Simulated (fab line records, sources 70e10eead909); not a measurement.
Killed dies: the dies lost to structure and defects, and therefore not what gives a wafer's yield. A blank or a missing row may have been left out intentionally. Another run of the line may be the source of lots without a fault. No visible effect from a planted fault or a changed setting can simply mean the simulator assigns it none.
Chamber matching :: flow nand-harc :: pecvd-01 running NHARC_P_M2_PRE_CLEAN_32: 3 sister chambers
The step time 12 s. 16 wafers are shown with their chamber, then 8 later ones without.

== WAFERS PAIRED WITH THEIR CHAMBERS ==
wafer: L076.1
chamber: 1
heater-power-w (W): 609

wafer: L076.2
chamber: 0
heater-power-w (W): 681

wafer: L076.3
chamber: 2
heater-power-w (W): 575

wafer: L079.3
chamber: 2
heater-power-w (W): 600

wafer: L079.4
chamber: 1
heater-power-w (W): 724

wafer: L079.5
chamber: 0
heater-power-w (W): 723

wafer: L080.3
chamber: 0
heater-power-w (W): 728

wafer: L080.5
chamber: 0
heater-power-w (W): 725

wafer: L080.6
chamber: 1
heater-power-w (W): 623

wafer: L082.1
chamber: 2
heater-power-w (W): 586

wafer: L082.5
chamber: 2
heater-power-w (W): 601

wafer: L082.6
chamber: 0
heater-power-w (W): 723

wafer: L084.1
chamber: 0
heater-power-w (W): 742

wafer: L084.3
chamber: 2
heater-power-w (W): 585

wafer: L084.6
chamber: 0
heater-power-w (W): 740

wafer: L084.2
chamber: 1
heater-power-w (W): 700

SIGNATURES, as means of the wafers listed above
reading: heater-power-w
chamber 0: 723.14
chamber 1: 664.00
chamber 2: 589.40
scatter within a chamber: 31
Rule: a wafer lies at a distance from a chamber equal to the root of the sum of squares, over the readings, of (its reading less the chamber's mean, divided by the reading's scatter). If the next closest chamber is less than 2 further off than the closest, the wafer can't be placed; otherwise it belongs to the closest. The scatter: take each reading less its chamber's mean, square it, sum over the shown wafers, divide by the number of wafers less the number of chambers, and take the root.

== WAFERS WITH NO CHAMBER GIVEN ==
wafer: L084.4
heater-power-w (W): 606

wafer: L084.5
heater-power-w (W): 709

wafer: L089.3
heater-power-w (W): 625

wafer: L089.5
heater-power-w (W): 522

wafer: L089.6
heater-power-w (W): 692

wafer: L097.1
heater-power-w (W): 622

wafer: L097.2
heater-power-w (W): 718

wafer: L097.5
heater-power-w (W): 609

== WHICH CHAMBER EACH ONE RAN IN ==
wafer: L084.4
from the rows above: can't be placed: 2 or 1
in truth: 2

wafer: L084.5
from the rows above: can't be placed: 0 or 1
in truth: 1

wafer: L089.3
from the rows above: can't be placed: 2 or 1
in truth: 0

wafer: L089.5
from the rows above: 2
in truth: 2

wafer: L089.6
from the rows above: can't be placed: 1 or 0
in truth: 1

wafer: L097.1
from the rows above: can't be placed: 2 or 1
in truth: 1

wafer: L097.2
from the rows above: can't be placed: 0 or 1
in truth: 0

wafer: L097.5
from the rows above: can't be placed: 2 or 1
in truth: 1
1 of 8 placed correctly. From these rows, 7 cannot be placed; in 6 the true chamber is one of the candidates. Wrongly placed: 0.
